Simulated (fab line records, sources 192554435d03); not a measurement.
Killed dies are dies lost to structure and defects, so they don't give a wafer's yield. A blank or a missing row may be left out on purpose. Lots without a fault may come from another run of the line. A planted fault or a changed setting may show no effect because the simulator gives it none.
Chamber matching | flow n5_finfet | N5_BEOL_M12_ETCH_38 on rie_diel-03: 4 sister chambers
The step etches SiCN in CF4/N2, target depth 68.7 nm, time 73.4 s. 4 wafers are shown with their chamber, then 8 later ones without.

WAFERS WITH THEIR CHAMBER
wafer  | chamber | drypump_motor_current_A (A)
L085.5 | 2       | 6.0
L090.5 | 0       | 6.2
L092.4 | 1       | 5.2
L093.1 | 3       | 5.6

WAFERS WITHOUT THEIR CHAMBER
wafer  | drypump_motor_current_A (A)
L093.5 | 5.1
L093.6 | 6.0
L095.1 | 5.6
L095.3 | 6.0
L095.5 | 5.6
L096.2 | 5.6
L096.4 | 6.3
L096.6 | 5.2

WHICH CHAMBER EACH WENT THROUGH
wafer  | from the rows above | in truth
L093.5 | 1                   | 1
L093.6 | 2                   | 2
L095.1 | 3                   | 3
L095.3 | 2                   | 2
L095.5 | 3                   | 3
L096.2 | 3                   | 3
L096.4 | 0                   | 0
L096.6 | 1                   | 1
Placed correctly: 8 of 8. Can't be placed from these rows: 0. Placed wrongly: 0.
How it was worked out, from the rows above alone: a wafer's distance from a chamber is the root of the sum, over the readings, of the square of ((its reading less the chamber's mean) divided by the reading's scatter). The wafer belongs to the nearest chamber; if the next one is less than 2 further off, it can't be placed. A chamber's mean is the mean of its shown wafers. The scatter: with one shown wafer a chamber, the root of the mean of the squares of how far each hidden wafer lies from its nearest shown one.
